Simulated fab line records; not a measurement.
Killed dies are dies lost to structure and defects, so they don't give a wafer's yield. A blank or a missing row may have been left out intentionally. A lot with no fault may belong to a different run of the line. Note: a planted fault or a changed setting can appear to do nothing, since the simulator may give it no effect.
Chamber matching ; flow nand harc ; 4 sister chambers for NHARC_A_CHANNEL_FILL_D1_ALD_25 on ald hk-02
The step deposits SiOx, target thk 60 nm, pulse time 10 s, ald cycles 600. 4 wafers are shown with their chamber, then 7 later ones without.

## WAFERS, EACH WITH ITS CHAMBER
wafer;chamber;heater power w (W)
L624.1;2;483
L627.6;3;482
L630.1;1;397
L630.4;0;455

## WAFERS WITH NO CHAMBER GIVEN
wafer;heater power w (W)
L630.5;486
L631.3;466
L631.4;481
L631.5;456
L632.1;457
L632.4;484
L632.5;442

## THE CHAMBER EACH PASSED THROUGH
wafer;from the rows above;in truth
L630.5;can't be placed: 2 or 3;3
L631.3;can't be placed: 0 or 3 or 2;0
L631.4;can't be placed: 3 or 2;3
L631.5;0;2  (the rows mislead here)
L632.1;0;0
L632.4;can't be placed: 2 or 3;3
L632.5;0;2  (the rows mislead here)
1 of 7 placed correctly. Not placeable from these rows: 4 (in 4, the candidates include the true chamber). Wrongly placed: 2.
How it was worked out, from the rows above alone: a wafer's distance from a chamber is the root of the sum, over the readings, of the square of ((its reading less the chamber's mean) divided by the reading's scatter). If the next closest chamber is less than 2 further off than the closest, the wafer can't be placed; otherwise it belongs to the closest. For every chamber, the mean is computed from those of its wafers that are shown. The scatter: with one shown wafer a chamber, the root of the mean of the squares of how far each hidden wafer lies from its nearest shown one.
